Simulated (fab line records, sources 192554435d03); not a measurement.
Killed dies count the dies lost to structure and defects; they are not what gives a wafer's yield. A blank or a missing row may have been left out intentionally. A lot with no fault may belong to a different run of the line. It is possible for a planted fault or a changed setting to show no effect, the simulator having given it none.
Split-lot study | flow n5Finfet | 7 lots, 21 wafers read, on a route of 1938 steps

== THE SPLIT ==
At N5_BEOL_M14_COAT_58 (time 60 s, resist thk 89 nm), the setting spinRpm was moved away from the recipe's 1500 rpm on 9 of the 21 wafers read, by -9.9% to +6.0%. This setting was run at the recipe's value on the other wafers.

== FROM THE SPLIT TO THE READING: what the file shows between them, 5 steps ==
- N5_BEOL_M14_PEB_08: peb time 90 s (also split here: pebTimeS)
- N5_BEOL_M14_DEVELOP_09: develop time 45 s
- N5_BEOL_M14_HARDBAKE_14: time 120 s
- N5_BEOL_M14_CD_MEAS_10: target cd 250 nm
- N5_BEOL_M14_DESCUM_15: chemistry O2, time 7.9 s

== THE READING ==
etch.depthNm (the simulator's own value, which no gauge read), in nm, at N5_BEOL_M14_ETCH_59 (etches BARC in N2/H2, target depth 89 nm, overetch 26.7 nm, time 67.9 s). The file gives no usual value for it. Across the 12 wafers here that went through the recipe, the average is 89.07 nm and the standard deviation 0.22 nm.

wafer  | tool, chamber at the split | spinRpm as run, rpm | against the recipe | etch.depthNm, nm | against lot-mates on the recipe
L075.1 | lithoTrack-05, 0           | 1500                | recipe             | 89.43            | -
L075.3 | lithoTrack-05, 0           | 1500                | recipe             | 88.93            | -
L075.4 | lithoTrack-05, 0           | 1500                | recipe             | 89.02            | -
L076.1 | lithoTrack-02, 0           | 1500                | recipe             | 88.9             | -
L076.2 | lithoTrack-02, 0           | 1399                | -6.7%              | 92.3             | +3.40
L076.6 | lithoTrack-02, 0           | 1399                | -6.7%              | 91.99            | +3.09
L077.2 | lithoTrack-03, 0           | 1430                | -4.7%              | 91.4             | +2.20
L077.5 | lithoTrack-03, 0           | 1430                | -4.7%              | 91.17            | +1.97
L077.6 | lithoTrack-03, 0           | 1500                | recipe             | 89.2             | -
L080.4 | lithoTrack-05, 0           | 1500                | recipe             | 88.99            | -
L080.5 | lithoTrack-05, 0           | 1500                | recipe             | 88.69            | -
L080.6 | lithoTrack-05, 0           | 1351                | -9.9%              | 93.34            | +4.50
L087.1 | lithoTrack-05, 0           | 1500                | recipe             | 89.36            | -
L087.2 | lithoTrack-05, 0           | 1590                | +6.0%              | 86.84            | -2.52
L087.4 | lithoTrack-05, 0           | 1590                | +6.0%              | 86.71            | -2.65
L089.2 | lithoTrack-03, 0           | 1500                | recipe             | 88.88            | -
L089.3 | lithoTrack-03, 0           | 1500                | recipe             | 89.2             | -
L089.5 | lithoTrack-03, 0           | 1500                | recipe             | 88.92            | -
L090.1 | lithoTrack-02, 0           | 1351                | -9.9%              | 93.88            | +4.55
L090.2 | lithoTrack-02, 0           | 1500                | recipe             | 89.33            | -
L090.4 | lithoTrack-02, 0           | 1351                | -9.9%              | 93.96            | +4.63

FIT RESULTS
A straight line over all 21 wafers: etch.depthNm changes by -0.448 nm for each +1% of spinRpm; r = -0.99; the points scatter about the line by 0.25 nm.
The same after taking each lot's own level away (the mean of its wafers on the recipe; 21 wafers): -0.455 nm for each +1%; r = -1.00; scatter 0.15 nm.
The reading moves by 4.5 nm for the largest change in spinRpm, on that fit.
From 88.840 to 89.360 nm: that is the span of the lots' own levels, equal to 2.4 times the standard deviation above.
Hence the lot-to-lot level has little effect on the slope; both slopes agree.
Check: with one of the wafers moved furthest among these (-9.9%) left out of the fit, the line predicts +4.57 nm for it against its lot-mates. It came out at +4.5 nm against them.

== ADDITIONAL SPLITS CARRIED BY THESE WAFERS ==
Other splits were also applied to these wafers ahead of the reading. Each is held against what the fit with the lots' levels taken away leaves over:
other split on the same wafers   | wafers away from the commonest value | r with etch.depthNm (lot level and that fit taken away)
N5_BEOL_M12_ETCH_68 timeS        | 6                                    | -0.06
N5_BEOL_M12_TRENCH_ETCH_34 timeS | 6                                    | +0.23
N5_BEOL_M14_PEB_08 pebTimeS      | 8                                    | -0.01

== THE WHOLE CHAIN: every reading that the file lists as answering this split, in the file's order ==
step                | what it does                                                            | reading                                                                         | change (the file's fit)               | r (the file's)
N5_BEOL_M14_COAT_58 | time 60 s, resist thk 89 nm                                             | BARC_of_BEOL_M14_COAT_58.thkNm (the simulator's own value, which no gauge read) | -0.459 nm for each +1% of the setting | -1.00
N5_BEOL_M14_ETCH_59 | etches BARC in N2/H2, target depth 89 nm, overetch 26.7 nm, time 67.9 s | etch.depthNm (the simulator's own value, which no gauge read)                   | -0.457 nm for each +1% of the setting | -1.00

== FILE'S OWN FIT ==
etch.depthNm changes by -0.457 nm for each +1% of spinRpm, r = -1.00.
